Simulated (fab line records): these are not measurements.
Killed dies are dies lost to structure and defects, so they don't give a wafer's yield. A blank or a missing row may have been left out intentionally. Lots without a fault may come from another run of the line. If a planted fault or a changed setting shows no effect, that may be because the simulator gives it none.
fab line records || flow n5-finfet
record: {"lots": 5, "wafers": 15, "last-day": 18}
route steps=1938 shown BEOL_M7@1311 PASSIVATION@1936
lots that met no fault: taken from a fault-free run of the same line
start-h: hours from the record's opening day to when the first of the lot's shown wafers began || wait-h: hours from the lot's prior step to this one || " repeats the value in the row above || L1.1+2: one row covering several wafers at once || - no value, or no start was given || * or withheld: withheld || < > ~ a bound
route shown NAME@n: names a module that has steps shown in the file, with the first one's number in the route || usual: mean/standard deviation taken from wafers without a fault || same: alike in all rows || chamber/n: place in a boat || sites: each site's reading || _std_site: their standard deviation || _edge_site: mean of outer sites minus mean of inner sites || radius-mm: how far each site lies from the wafer's centre || mask NAME#n: copy n || behind: the tool/chamber that last shaped the wafer || hold: reason for holding the lot/hours on hold/outcome of the hold || device: the transistor (n, p or np) that didn't switch || end of line: the route-end tests of the same wafers || where a step has no rows: the recipe by itself || killed: dies lost to structure and defects at the first sort, not the wafer's yield || map: a wafer's dies, x killed, . not, _ none there
set.NAME: setting as actually run; set.NAME@STEP: the setting as run at that earlier step || model.NAME: the simulator's own value behind a step, which no gauge read
lots seen at some steps along the route; tables by step, rows by wafer
services: from which hour (start-h, from the record's first day; less than 0 if before it) a tool's chamber was out of use, for how many hours, and why
== steps ==
step: N5_BEOL_M7_OCD_MEAS_38
usual: {"trench-depth-nm": "93.2/1.9"}
{"lot.wafer": "L434.1", "tool": "ocd-02", "chamber": "-", "start-h": 200.66, "wait-h": "-", "trench-depth-nm": 94.0}
{"lot.wafer": "L434.2", "tool": "ocd-02", "chamber": "-", "start-h": 200.66, "wait-h": "-", "trench-depth-nm": 90.5}
{"lot.wafer": "L434.3", "tool": "ocd-02", "chamber": "-", "start-h": 200.66, "wait-h": "-", "trench-depth-nm": 91.2}
{"lot.wafer": "L437.2", "tool": "ocd-01", "chamber": "-", "start-h": 215.10, "wait-h": "-", "trench-depth-nm": 94.3}
{"lot.wafer": "L437.3", "tool": "ocd-01", "chamber": "-", "start-h": 215.10, "wait-h": "-", "trench-depth-nm": 89.9}
{"lot.wafer": "L437.5", "tool": "ocd-01", "chamber": "-", "start-h": 215.10, "wait-h": "-", "trench-depth-nm": 90.3}
{"lot.wafer": "L448.2", "tool": "ocd-01", "chamber": "-", "start-h": 292.33, "wait-h": "-", "trench-depth-nm": 91.9}
{"lot.wafer": "L448.3", "tool": "ocd-01", "chamber": "-", "start-h": 292.33, "wait-h": "-", "trench-depth-nm": 92.8}
{"lot.wafer": "L448.6", "tool": "ocd-01", "chamber": "-", "start-h": 292.33, "wait-h": "-", "trench-depth-nm": 92.6}
{"lot.wafer": "L454.1", "tool": "ocd-01", "chamber": "-", "start-h": 322.85, "wait-h": "-", "trench-depth-nm": 94.7}
{"lot.wafer": "L454.5", "tool": "ocd-01", "chamber": "-", "start-h": 322.85, "wait-h": "-", "trench-depth-nm": 95.5}
{"lot.wafer": "L454.6", "tool": "ocd-01", "chamber": "-", "start-h": 322.85, "wait-h": "-", "trench-depth-nm": 94.9}
{"lot.wafer": "L456.1", "tool": "ocd-02", "chamber": "-", "start-h": 345.62, "wait-h": "-", "trench-depth-nm": 93.1}
{"lot.wafer": "L456.2", "tool": "ocd-02", "chamber": "-", "start-h": 345.62, "wait-h": "-", "trench-depth-nm": 95.8}
{"lot.wafer": "L456.4", "tool": "ocd-02", "chamber": "-", "start-h": 345.62, "wait-h": "-", "trench-depth-nm": 92.5}
step: N5_BEOL_M7_HM_STRIP_39
recipe: {"chemistry": "peroxide-tin-strip", "material": "TiN", "target-depth-a": 250, "temp-c": 50, "time-s": 158}
step: N5_BEOL_M7_SRD_40
recipe: {"time-s": 30, "temp-c": 23, "rinse-liquid": "diw", "dry": "ipa-marangoni"}
step: N5_BEOL_M7_PRECLEAN_42
recipe: {"chemistry": "residue-remover", "time-s": 60, "temp-c": 40}
step: N5_BEOL_M7_SRD_43
recipe: {"time-s": 30, "temp-c": 23, "rinse-liquid": "diw", "dry": "ipa-marangoni"}
step: N5_BEOL_M7_CD_MEAS_35
recipe: {"target-cd-nm": 40, "polarity": "opening"}
usual: {"cd-nm": "40.4/0.68"}
{"lot.wafer": "L434.1", "tool": "cd-sem-01", "chamber": "-", "start-h": 200.81, "wait-h": 0.0, "cd-nm": 41.0}
{"lot.wafer": "L434.2", "tool": "cd-sem-01", "chamber": "-", "start-h": 200.81, "wait-h": 0.0, "cd-nm": 40.9}
{"lot.wafer": "L434.3", "tool": "cd-sem-01", "chamber": "-", "start-h": 200.81, "wait-h": 0.0, "cd-nm": 41.2}
{"lot.wafer": "L437.2", "tool": "cd-sem-03", "chamber": "-", "start-h": 215.26, "wait-h": 0.0, "cd-nm": 40.1}
{"lot.wafer": "L437.3", "tool": "cd-sem-03", "chamber": "-", "start-h": 215.26, "wait-h": 0.0, "cd-nm": 39.3}
{"lot.wafer": "L437.5", "tool": "cd-sem-03", "chamber": "-", "start-h": 215.26, "wait-h": 0.0, "cd-nm": 41.0}
{"lot.wafer": "L448.2", "tool": "cd-sem-01", "chamber": "-", "start-h": 292.48, "wait-h": 0.0, "cd-nm": 39.9}
{"lot.wafer": "L448.3", "tool": "cd-sem-01", "chamber": "-", "start-h": 292.48, "wait-h": 0.0, "cd-nm": 40.3}
{"lot.wafer": "L448.6", "tool": "cd-sem-01", "chamber": "-", "start-h": 292.48, "wait-h": 0.0, "cd-nm": 40.9}
{"lot.wafer": "L454.1", "tool": "cd-sem-03", "chamber": "-", "start-h": 323.00, "wait-h": 0.0, "cd-nm": 38.8}
{"lot.wafer": "L454.5", "tool": "cd-sem-03", "chamber": "-", "start-h": 323.00, "wait-h": 0.0, "cd-nm": 39.2}
{"lot.wafer": "L454.6", "tool": "cd-sem-03", "chamber": "-", "start-h": 323.00, "wait-h": 0.0, "cd-nm": 39.4}
{"lot.wafer": "L456.1", "tool": "cd-sem-02", "chamber": "-", "start-h": 345.87, "wait-h": 0.0, "cd-nm": 40.2}
{"lot.wafer": "L456.2", "tool": "cd-sem-02", "chamber": "-", "start-h": 345.87, "wait-h": 0.0, "cd-nm": 40.6}
{"lot.wafer": "L456.4", "tool": "cd-sem-02", "chamber": "-", "start-h": 345.87, "wait-h": 0.0, "cd-nm": 41.0}
step: N5_BEOL_M7_CURE_75
recipe: {"temp-c": 370, "time-s": 120, "ambient": "DMADMS/He", "material": "SiCOH_lowk"}
usual: {"lamp-power-pct": "52.32/0.055", "wafer_temp_C_max": "371.6/0.65"}
{"lot.wafer": "L434.1", "tool": "uv-cure-03", "chamber": 0, "start-h": 200.85, "wait-h": 0.0, "lamp-power-pct": 52.36, "wafer_temp_C_max": 371.5}
{"lot.wafer": "L434.2", "tool": "uv-cure-03", "chamber": 0, "start-h": 200.85, "wait-h": 0.0, "lamp-power-pct": 52.39, "wafer_temp_C_max": 371.1}
{"lot.wafer": "L434.3", "tool": "uv-cure-03", "chamber": 0, "start-h": 200.85, "wait-h": 0.0, "lamp-power-pct": 52.23, "wafer_temp_C_max": 371.3}
{"lot.wafer": "L437.2", "tool": "uv-cure-02", "chamber": 0, "start-h": 215.35, "wait-h": 0.1, "lamp-power-pct": 52.30, "wafer_temp_C_max": 371.2}
{"lot.wafer": "L437.3", "tool": "uv-cure-02", "chamber": 0, "start-h": 215.35, "wait-h": 0.1, "lamp-power-pct": 52.44, "wafer_temp_C_max": 371.5}
{"lot.wafer": "L437.5", "tool": "uv-cure-02", "chamber": 0, "start-h": 215.35, "wait-h": 0.1, "lamp-power-pct": 52.29, "wafer_temp_C_max": 371.4}
{"lot.wafer": "L448.2", "tool": "uv-cure-02", "chamber": 2, "start-h": 293.12, "wait-h": 0.6, "lamp-power-pct": 52.28, "wafer_temp_C_max": 371.9}
{"lot.wafer": "L448.3", "tool": "uv-cure-02", "chamber": 2, "start-h": 293.12, "wait-h": 0.6, "lamp-power-pct": 52.32, "wafer_temp_C_max": 371.4}
{"lot.wafer": "L448.6", "tool": "uv-cure-02", "chamber": 2, "start-h": 293.12, "wait-h": 0.6, "lamp-power-pct": 52.38, "wafer_temp_C_max": 372.2}
{"lot.wafer": "L454.1", "tool": "uv-cure-03", "chamber": 1, "start-h": 323.04, "wait-h": 0.0, "lamp-power-pct": 52.26, "wafer_temp_C_max": 370.8}
{"lot.wafer": "L454.5", "tool": "uv-cure-03", "chamber": 1, "start-h": 323.04, "wait-h": 0.0, "lamp-power-pct": 52.29, "wafer_temp_C_max": 371.0}
{"lot.wafer": "L454.6", "tool": "uv-cure-03", "chamber": 1, "start-h": 323.04, "wait-h": 0.0, "lamp-power-pct": 52.38, "wafer_temp_C_max": 371.5}
{"lot.wafer": "L456.1", "tool": "uv-cure-02", "chamber": 0, "start-h": 345.92, "wait-h": 0.0, "lamp-power-pct": 52.26, "wafer_temp_C_max": 371.5}
{"lot.wafer": "L456.2", "tool": "uv-cure-02", "chamber": 0, "start-h": 345.92, "wait-h": 0.0, "lamp-power-pct": 52.38, "wafer_temp_C_max": 371.4}
{"lot.wafer": "L456.4", "tool": "uv-cure-02", "chamber": 0, "start-h": 345.92, "wait-h": 0.0, "lamp-power-pct": 52.35, "wafer_temp_C_max": 370.8}
step: N5_BEOL_M7_DEGAS_44
recipe: {"ambient": "vacuum", "temp-c": 250, "time-s": 60}
usual: {"heater-power-w": "335/25"}
{"lot.wafer": "L434.1", "tool": "pvd-sputter-01", "chamber": "-", "start-h": 201.45, "wait-h": 0.5, "heater-power-w": 308}
{"lot.wafer": "L434.2", "tool": "pvd-sputter-01", "chamber": "-", "start-h": 201.45, "wait-h": 0.5, "heater-power-w": 330}
{"lot.wafer": "L434.3", "tool": "pvd-sputter-01", "chamber": "-", "start-h": 201.45, "wait-h": 0.5, "heater-power-w": 331}
{"lot.wafer": "L437.2", "tool": "pvd-sputter-01", "chamber": "-", "start-h": 216.02, "wait-h": 0.6, "heater-power-w": 304}
{"lot.wafer": "L437.3", "tool": "pvd-sputter-01", "chamber": "-", "start-h": 216.02, "wait-h": 0.6, "heater-power-w": 313}
{"lot.wafer": "L437.5", "tool": "pvd-sputter-01", "chamber": "-", "start-h": 216.02, "wait-h": 0.6, "heater-power-w": 337}
{"lot.wafer": "L448.2", "tool": "pvd-sputter-03", "chamber": "-", "start-h": 293.48, "wait-h": 0.3, "heater-power-w": 321}
{"lot.wafer": "L448.3", "tool": "pvd-sputter-03", "chamber": "-", "start-h": 293.48, "wait-h": 0.3, "heater-power-w": 362}
{"lot.wafer": "L448.6", "tool": "pvd-sputter-03", "chamber": "-", "start-h": 293.48, "wait-h": 0.3, "heater-power-w": 331}
{"lot.wafer": "L454.1", "tool": "pvd-sputter-02", "chamber": "-", "start-h": 323.42, "wait-h": 0.3, "heater-power-w": 411}
{"lot.wafer": "L454.5", "tool": "pvd-sputter-02", "chamber": "-", "start-h": 323.42, "wait-h": 0.3, "heater-power-w": 344}
{"lot.wafer": "L454.6", "tool": "pvd-sputter-02", "chamber": "-", "start-h": 323.42, "wait-h": 0.3, "heater-power-w": 332}
{"lot.wafer": "L456.1", "tool": "pvd-sputter-03", "chamber": "-", "start-h": 348.21, "wait-h": 2.2, "heater-power-w": 324}
{"lot.wafer": "L456.2", "tool": "pvd-sputter-03", "chamber": "-", "start-h": 348.21, "wait-h": 2.2, "heater-power-w": 329}
{"lot.wafer": "L456.4", "tool": "pvd-sputter-03", "chamber": "-", "start-h": 348.21, "wait-h": 2.2, "heater-power-w": 356}
step: N5_BEOL_M7_PRE_CLEAN_45
recipe: {"gas": "H2/He", "time-s": 30, "temp-c": 250}
usual: {"heater-power-w": "334/25"}
{"lot.wafer": "L434.1", "tool": "pvd-sputter-01", "chamber": "-", "start-h": 201.49, "wait-h": 0.0, "heater-power-w": 312}
{"lot.wafer": "L434.2", "tool": "pvd-sputter-01", "chamber": "-", "start-h": 201.49, "wait-h": 0.0, "heater-power-w": 336}
{"lot.wafer": "L434.3", "tool": "pvd-sputter-01", "chamber": "-", "start-h": 201.49, "wait-h": 0.0, "heater-power-w": 320}
{"lot.wafer": "L437.2", "tool": "pvd-sputter-01", "chamber": "-", "start-h": 216.06, "wait-h": 0.0, "heater-power-w": 317}
{"lot.wafer": "L437.3", "tool": "pvd-sputter-01", "chamber": "-", "start-h": 216.06, "wait-h": 0.0, "heater-power-w": 304}
{"lot.wafer": "L437.5", "tool": "pvd-sputter-01", "chamber": "-", "start-h": 216.06, "wait-h": 0.0, "heater-power-w": 339}
{"lot.wafer": "L448.2", "tool": "pvd-sputter-03", "chamber": "-", "start-h": 293.52, "wait-h": 0.0, "heater-power-w": 323}
{"lot.wafer": "L448.3", "tool": "pvd-sputter-03", "chamber": "-", "start-h": 293.52, "wait-h": 0.0, "heater-power-w": 344}
{"lot.wafer": "L448.6", "tool": "pvd-sputter-03", "chamber": "-", "start-h": 293.52, "wait-h": 0.0, "heater-power-w": 325}
{"lot.wafer": "L454.1", "tool": "pvd-sputter-02", "chamber": "-", "start-h": 323.46, "wait-h": 0.0, "heater-power-w": 418}
{"lot.wafer": "L454.5", "tool": "pvd-sputter-02", "chamber": "-", "start-h": 323.46, "wait-h": 0.0, "heater-power-w": 332}
{"lot.wafer": "L454.6", "tool": "pvd-sputter-02", "chamber": "-", "start-h": 323.46, "wait-h": 0.0, "heater-power-w": 335}
{"lot.wafer": "L456.1", "tool": "pvd-sputter-03", "chamber": "-", "start-h": 348.25, "wait-h": 0.0, "heater-power-w": 327}
{"lot.wafer": "L456.2", "tool": "pvd-sputter-03", "chamber": "-", "start-h": 348.25, "wait-h": 0.0, "heater-power-w": 326}
{"lot.wafer": "L456.4", "tool": "pvd-sputter-03", "chamber": "-", "start-h": 348.25, "wait-h": 0.0, "heater-power-w": 353}
step: N5_BEOL_M7_ALD_77
recipe: {"material": "TaN", "target-thk-a": 20, "temp-c": 275, "ald-precursor-family": "PDMAT", "ald-co-reactant": "NH3", "pressure-torr": 3, "carrier-flow-sccm": 1500, "pulse-time-s": 2, "purge-time-s": 3, "co-reactant-purge-time-s": 2, "co-reactant-pulse-time-s": 3, "ald-cycles": 40, "precursor-vessel-temp-c": 75, "precursor-vessel-pressure-torr": 26.25, "precursor-vessel-carrier-sccm": 1000}
usual: {"heater-power-w": "408/29", "precursor-vessel-temp-c": "75.00/0.12"}
{"lot.wafer": "L434.1", "tool": "ald-metal-02", "chamber": 1, "start-h": 201.57, "wait-h": 0.1, "heater-power-w": 429, "precursor-vessel-temp-c": 74.90}
{"lot.wafer": "L434.2", "tool": "ald-metal-02", "chamber": 0, "start-h": 201.57, "wait-h": 0.1, "heater-power-w": 398, "precursor-vessel-temp-c": 74.79}
{"lot.wafer": "L434.3", "tool": "ald-metal-02", "chamber": 3, "start-h": 201.57, "wait-h": 0.1, "heater-power-w": 355, "precursor-vessel-temp-c": 74.84}
{"lot.wafer": "L437.2", "tool": "ald-metal-02", "chamber": 3, "start-h": 216.12, "wait-h": 0.0, "heater-power-w": 356, "precursor-vessel-temp-c": 74.92}
{"lot.wafer": "L437.3", "tool": "ald-metal-02", "chamber": 2, "start-h": 216.12, "wait-h": 0.0, "heater-power-w": 411, "precursor-vessel-temp-c": 74.95}
{"lot.wafer": "L437.5", "tool": "ald-metal-02", "chamber": 0, "start-h": 216.12, "wait-h": 0.0, "heater-power-w": 404, "precursor-vessel-temp-c": 74.96}
{"lot.wafer": "L448.2", "tool": "ald-metal-04", "chamber": 2, "start-h": 293.58, "wait-h": 0.0, "heater-power-w": 376, "precursor-vessel-temp-c": 74.94}
{"lot.wafer": "L448.3", "tool": "ald-metal-04", "chamber": 0, "start-h": 293.58, "wait-h": 0.0, "heater-power-w": 425, "precursor-vessel-temp-c": 74.95}
{"lot.wafer": "L448.6", "tool": "ald-metal-04", "chamber": 1, "start-h": 293.58, "wait-h": 0.0, "heater-power-w": 455, "precursor-vessel-temp-c": 75.21}
{"lot.wafer": "L454.1", "tool": "ald-metal-04", "chamber": 0, "start-h": 323.52, "wait-h": 0.0, "heater-power-w": 420, "precursor-vessel-temp-c": 75.07}
{"lot.wafer": "L454.5", "tool": "ald-metal-04", "chamber": 3, "start-h": 323.52, "wait-h": 0.0, "heater-power-w": 382, "precursor-vessel-temp-c": 75.15}
{"lot.wafer": "L454.6", "tool": "ald-metal-04", "chamber": 0, "start-h": 323.52, "wait-h": 0.0, "heater-power-w": 415, "precursor-vessel-temp-c": 75.11}
{"lot.wafer": "L456.1", "tool": "ald-metal-02", "chamber": 3, "start-h": 348.32, "wait-h": 0.0, "heater-power-w": 357, "precursor-vessel-temp-c": 75.07}
{"lot.wafer": "L456.2", "tool": "ald-metal-02", "chamber": 2, "start-h": 348.32, "wait-h": 0.0, "heater-power-w": 410, "precursor-vessel-temp-c": 75.03}
{"lot.wafer": "L456.4", "tool": "ald-metal-02", "chamber": 0, "start-h": 348.32, "wait-h": 0.0, "heater-power-w": 411, "precursor-vessel-temp-c": 75.14}
step: N5_BEOL_M7_SURFACE_TREAT_79
recipe: {"gas": "Ar", "time-s": "*", "ion-energy-ev": "*", "ion-current-ma-cm2": 0.5, "pressure-mtorr": "*", "ar-flow-sccm": 30}
usual: {"throttle-valve-pct": "*"}
{"lot.wafer": "L434.1", "tool": "pvd-sputter-01", "chamber": "-", "start-h": 201.87, "wait-h": 0.2, "throttle-valve-pct": "*"}
{"lot.wafer": "L434.2", "tool": "pvd-sputter-01", "chamber": "-", "start-h": 201.87, "wait-h": 0.2, "throttle-valve-pct": "*"}
{"lot.wafer": "L434.3", "tool": "pvd-sputter-01", "chamber": "-", "start-h": 201.87, "wait-h": 0.2, "throttle-valve-pct": "*"}
{"lot.wafer": "L437.2", "tool": "pvd-sputter-01", "chamber": "-", "start-h": 216.48, "wait-h": 0.2, "throttle-valve-pct": "*"}
{"lot.wafer": "L437.3", "tool": "pvd-sputter-01", "chamber": "-", "start-h": 216.48, "wait-h": 0.2, "throttle-valve-pct": "*"}
{"lot.wafer": "L437.5", "tool": "pvd-sputter-01", "chamber": "-", "start-h": 216.48, "wait-h": 0.2, "throttle-valve-pct": "*"}
{"lot.wafer": "L448.2", "tool": "pvd-sputter-03", "chamber": "-", "start-h": 293.86, "wait-h": 0.2, "throttle-valve-pct": "*"}
{"lot.wafer": "L448.3", "tool": "pvd-sputter-03", "chamber": "-", "start-h": 293.86, "wait-h": 0.2, "throttle-valve-pct": "*"}
{"lot.wafer": "L448.6", "tool": "pvd-sputter-03", "chamber": "-", "start-h": 293.86, "wait-h": 0.2, "throttle-valve-pct": "*"}
{"lot.wafer": "L454.1", "tool": "pvd-sputter-02", "chamber": "-", "start-h": 323.83, "wait-h": 0.2, "throttle-valve-pct": "*"}
{"lot.wafer": "L454.5", "tool": "pvd-sputter-02", "chamber": "-", "start-h": 323.83, "wait-h": 0.2, "throttle-valve-pct": "*"}
{"lot.wafer": "L454.6", "tool": "pvd-sputter-02", "chamber": "-", "start-h": 323.83, "wait-h": 0.2, "throttle-valve-pct": "*"}
{"lot.wafer": "L456.1", "tool": "pvd-sputter-01", "chamber": "-", "start-h": 348.61, "wait-h": 0.2, "throttle-valve-pct": "*"}
{"lot.wafer": "L456.2", "tool": "pvd-sputter-01", "chamber": "-", "start-h": 348.61, "wait-h": 0.2, "throttle-valve-pct": "*"}
{"lot.wafer": "L456.4", "tool": "pvd-sputter-01", "chamber": "-", "start-h": 348.61, "wait-h": 0.2, "throttle-valve-pct": "*"}
step: N5_BEOL_M7_CVD_78
recipe: {"material": "Co", "target-thk-a": 20, "temp-c": "withheld", "precursor": "CCTBA/H2", "pressure-torr": 30, "time-s": 142.3}
step: N5_BEOL_M7_SPUTTER_48
recipe: {"material": "Cu", "target-thk-a": 100, "temp-c": -20, "bias-v": 60, "power-w": 26000, "chamber-pressure-pa": 0.13, "time-s": 1.667}
usual: {"bias-v": "60.0/0.61", "cathode-dc-power-W": "26000/4.3", "throttle-valve-pct": "30.2/1.1"}
{"lot.wafer": "L434.1", "tool": "pvd-sputter-01", "chamber": "-", "start-h": 202.09, "wait-h": 0.1, "bias-v": 59.4, "cathode-dc-power-W": 26003, "throttle-valve-pct": 30.9}
{"lot.wafer": "L434.2", "tool": "pvd-sputter-01", "chamber": "-", "start-h": 202.09, "wait-h": 0.1, "bias-v": 59.5, "cathode-dc-power-W": 26004, "throttle-valve-pct": 29.8}
{"lot.wafer": "L434.3", "tool": "pvd-sputter-01", "chamber": "-", "start-h": 202.09, "wait-h": 0.1, "bias-v": 59.6, "cathode-dc-power-W": 25998, "throttle-valve-pct": 28.7}
{"lot.wafer": "L437.2", "tool": "pvd-sputter-03", "chamber": "-", "start-h": 217.92, "wait-h": 1.1, "bias-v": 59.2, "cathode-dc-power-W": 25997, "throttle-valve-pct": 29.9}
{"lot.wafer": "L437.3", "tool": "pvd-sputter-03", "chamber": "-", "start-h": 217.92, "wait-h": 1.1, "bias-v": 59.6, "cathode-dc-power-W": 26003, "throttle-valve-pct": 30.9}
{"lot.wafer": "L437.5", "tool": "pvd-sputter-03", "chamber": "-", "start-h": 217.92, "wait-h": 1.1, "bias-v": 61.4, "cathode-dc-power-W": 25999, "throttle-valve-pct": 30.5}
{"lot.wafer": "L448.2", "tool": "pvd-sputter-01", "chamber": "-", "start-h": 295.84, "wait-h": 1.6, "bias-v": 59.3, "cathode-dc-power-W": 26001, "throttle-valve-pct": 28.7}
{"lot.wafer": "L448.3", "tool": "pvd-sputter-01", "chamber": "-", "start-h": 295.84, "wait-h": 1.6, "bias-v": 59.6, "cathode-dc-power-W": 26002, "throttle-valve-pct": 31.4}
{"lot.wafer": "L448.6", "tool": "pvd-sputter-01", "chamber": "-", "start-h": 295.84, "wait-h": 1.6, "bias-v": 60.2, "cathode-dc-power-W": 26000, "throttle-valve-pct": 28.4}
{"lot.wafer": "L454.1", "tool": "pvd-sputter-03", "chamber": "-", "start-h": 324.09, "wait-h": 0.1, "bias-v": 59.0, "cathode-dc-power-W": 25996, "throttle-valve-pct": 30.0}
{"lot.wafer": "L454.5", "tool": "pvd-sputter-03", "chamber": "-", "start-h": 324.09, "wait-h": 0.1, "bias-v": 60.9, "cathode-dc-power-W": 23000, "throttle-valve-pct": 30.6}
{"lot.wafer": "L454.6", "tool": "pvd-sputter-03", "chamber": "-", "start-h": 324.09, "wait-h": 0.1, "bias-v": 60.1, "cathode-dc-power-W": 25992, "throttle-valve-pct": 30.8}
{"lot.wafer": "L456.1", "tool": "pvd-sputter-01", "chamber": "-", "start-h": 348.85, "wait-h": 0.1, "bias-v": 60.6, "cathode-dc-power-W": 25999, "throttle-valve-pct": 29.9}
{"lot.wafer": "L456.2", "tool": "pvd-sputter-01", "chamber": "-", "start-h": 348.85, "wait-h": 0.1, "bias-v": 59.5, "cathode-dc-power-W": 26001, "throttle-valve-pct": 31.5}
{"lot.wafer": "L456.4", "tool": "pvd-sputter-01", "chamber": "-", "start-h": 348.85, "wait-h": 0.1, "bias-v": 60.3, "cathode-dc-power-W": 25995, "throttle-valve-pct": 28.6}
step: N5_BEOL_M7_ECD_50
recipe: {"material": "Cu", "target-thk-a": 3000}
step: N5_PASSIVATION_PROBE_49
usual: {"defect-limited-yield": "90.9/1.5", "killed_at_M0_to_M3": "36/10", "killed_at_M4_up": "13/5.5", "killed-at-contacts": "12/5.6", "killed-at-front-end": "42/12", "killed-at-other": "4/3.2", "killed-dies": "108/18", "killed-open": "71/13", "killed-short": "34/7.8", "sort_bin_5_function": "5.4/1", "sort_bin_6_memory": "3.4/0.68", "sort-n-pass": "1072/18", "sort-yield-pct": "90.9/1.5"}
same: {"gross-dies": 1180, "killed-at-back-side": 0, "sort_bin_4_leakage[%]": 0, "sort_bin_8_speed[%]": 0}
{"lot.wafer": "L454.1", "tool": "prober-01", "chamber": "-", "start-h": 410.72, "wait-h": 0.0, "defect-limited-yield[%]": 91.4, "killed_at_M0_to_M3": 23, "killed_at_M4_up": 17, "killed-at-contacts": 17, "killed-at-front-end": 44, "killed-at-other": 0, "killed-dies": 101, "killed-open": 68, "killed-short": 29, "sort_bin_5_function[%]": 3.6, "sort_bin_6_memory[%]": 4.6, "sort-n-pass": 1079, "sort-yield-pct[%]": 91.4}
{"lot.wafer": "L454.5", "tool": "prober-01", "chamber": "-", "start-h": 410.92, "wait-h": 0.2, "defect-limited-yield[%]": 90.3, "killed_at_M0_to_M3": 47, "killed_at_M4_up": 12, "killed-at-contacts": 8, "killed-at-front-end": 46, "killed-at-other": 1, "killed-dies": 114, "killed-open": 71, "killed-short": 37, "sort_bin_5_function[%]": 5.3, "sort_bin_6_memory[%]": 3.8, "sort-n-pass": 1066, "sort-yield-pct[%]": 90.3}
{"lot.wafer": "L454.6", "tool": "prober-01", "chamber": "-", "start-h": 410.97, "wait-h": 0.3, "defect-limited-yield[%]": 91.9, "killed_at_M0_to_M3": 28, "killed_at_M4_up": 11, "killed-at-contacts": 14, "killed-at-front-end": 39, "killed-at-other": 3, "killed-dies": 95, "killed-open": 65, "killed-short": 30, "sort_bin_5_function[%]": 5.4, "sort_bin_6_memory[%]": 2.4, "sort-n-pass": 1085, "sort-yield-pct[%]": 91.9}
killed by level:class
L454.1 FIN_SAQP:geometric-particle:open=13 MOL_CONTACT_COAG:geometric-particle:open=13 DUMMY_GATE:geometric-particle:open=8 FIN_SAQP:geometric-particle:short=7 BEOL_M4:geometric-particle:open=7 DUMMY_GATE:geometric-particle:short=5 BEOL_M0_SAQP:geometric-particle:short=5 STI_FIN_REVEAL:geometric-particle:open=4
L454.5 BEOL_M0_SAQP:geometric-particle:open=18 BEOL_M0_SAQP:geometric-particle:short=16 FIN_SAQP:geometric-particle:open=13 MOL_CONTACT_COAG:geometric-particle:open=7 FIN_SAQP:geometric-particle:short=6 STI_FIN_REVEAL:geometric-particle:open=5 GATE_CUT:geometric-particle:short=5 DUMMY_GATE:geometric-particle:open=4
L454.6 MOL_CONTACT_COAG:geometric-particle:open=13 FIN_SAQP:geometric-particle:open=10 FIN_SAQP:geometric-particle:short=9 BEOL_M0_SAQP:geometric-particle:short=7 BEOL_M2:geometric-particle:open=7 BEOL_M0_SAQP:geometric-particle:open=6 STARTING-WAFER:geometric-particle:open=4 ILD0:geometric-particle:short=3
== services ==
{"tool": "uv-cure-02", "chamber": "-", "start-h": 198.27, "hours": 0.5, "kind": "repair"}
{"tool": "ald-metal-02", "chamber": "-", "start-h": 199.93, "hours": 1.4, "kind": "repair"}
{"tool": "ald-metal-04", "chamber": "-", "start-h": 218.32, "hours": 1.2, "kind": "pm"}
{"tool": "ald-metal-02", "chamber": "-", "start-h": 229.87, "hours": 1.3, "kind": "repair"}
{"tool": "ald-metal-02", "chamber": 1, "start-h": 236.96, "hours": 4.1, "kind": "repair"}
{"tool": "ald-metal-04", "chamber": 1, "start-h": 244.04, "hours": "-", "kind": "calibration"}
{"tool": "uv-cure-02", "chamber": "-", "start-h": 268.20, "hours": 2.1, "kind": "pm"}
{"tool": "ald-metal-04", "chamber": 1, "start-h": 271.72, "hours": 1.9, "kind": "repair"}
{"tool": "pvd-sputter-02", "chamber": "-", "start-h": 279.52, "hours": 3.8, "kind": "repair"}
{"tool": "ald-metal-02", "chamber": "-", "start-h": 316.05, "hours": 14.6, "kind": "pm"}
{"tool": "pvd-sputter-01", "chamber": "-", "start-h": 320.04, "hours": 19.6, "kind": "repair"}
{"tool": "ald-metal-04", "chamber": "-", "start-h": 345.51, "hours": 3.0, "kind": "repair"}
== key ==
first-sign: {"step": "N5_BEOL_M7_SPUTTER_48", "reading": "cathode-dc-power-W", "direction": "down", "sigmas": "99+", "usual": "*", "struck": "*"}
effect none on later readings
met-at N5_BEOL_M7_SPUTTER_48
struck-wafers L454.5
onset-between 217.92 324.09
fault: {"kind": "process-parameter-drift", "tool": "pvd-sputter-03", "chamber": "-", "onset-h": 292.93, "steps": "N5_BEOL_M7_SPUTTER_48", "channel": "power-w", "offset": "*", "shape": "step", "end-h": 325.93, "acts-in": "*", "stated": "*", "scope": "struck-wafers-only"}
